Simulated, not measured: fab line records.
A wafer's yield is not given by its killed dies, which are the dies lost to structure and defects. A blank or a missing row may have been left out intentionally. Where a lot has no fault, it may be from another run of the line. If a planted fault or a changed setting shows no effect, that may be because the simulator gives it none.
Chamber matching / flow nand harc / NHARC_A_CONTACT_ETCH_102 on rie diel-03: 4 sister chambers
The step etches the open film in CF4/O2, target depth 70 nm, overetch 7 nm, time 38.5 s. 4 wafers are shown with their chamber, then 10 later ones without.

== WAFERS PAIRED WITH THEIR CHAMBERS ==
wafer=L081.5; chamber=2; showerhead plenum p Torr (Torr)=1.26
wafer=L084.5; chamber=0; showerhead plenum p Torr (Torr)=1.28
wafer=L086.1; chamber=3; showerhead plenum p Torr (Torr)=1.24
wafer=L086.2; chamber=1; showerhead plenum p Torr (Torr)=1.36

== WAFERS WITHOUT THEIR CHAMBER ==
wafer=L086.4; showerhead plenum p Torr (Torr)=1.26
wafer=L089.4; showerhead plenum p Torr (Torr)=1.36
wafer=L089.5; showerhead plenum p Torr (Torr)=1.35
wafer=L089.6; showerhead plenum p Torr (Torr)=1.26
wafer=L088.2; showerhead plenum p Torr (Torr)=1.24
wafer=L088.4; showerhead plenum p Torr (Torr)=1.26
wafer=L088.6; showerhead plenum p Torr (Torr)=1.24
wafer=L096.1; showerhead plenum p Torr (Torr)=1.24
wafer=L096.4; showerhead plenum p Torr (Torr)=1.35
wafer=L096.6; showerhead plenum p Torr (Torr)=1.35

== CHAMBER TAKEN BY EACH ==
wafer=L086.4; from the rows above=2; in truth=2
wafer=L089.4; from the rows above=1; in truth=1
wafer=L089.5; from the rows above=1; in truth=1
wafer=L089.6; from the rows above=2; in truth=2
wafer=L088.2; from the rows above=3; in truth=3
wafer=L088.4; from the rows above=2; in truth=2
wafer=L088.6; from the rows above=3; in truth=3
wafer=L096.1; from the rows above=3; in truth=3
wafer=L096.4; from the rows above=1; in truth=1
wafer=L096.6; from the rows above=1; in truth=1
Correctly placed: 10 of 10. Number that these rows cannot place: 0. Placed wrongly: 0.
How it was worked out, from the rows above alone: a wafer's distance from a chamber is the root of the sum, over the readings, of the square of ((its reading less the chamber's mean) divided by the reading's scatter). The wafer belongs to the nearest chamber; if the next one is less than 2 further off, it can't be placed. Each chamber's mean is taken over the wafers shown for it. The scatter (one wafer shown for each chamber): square how far every hidden wafer sits from the nearest shown wafer, average those squares and take the square root.
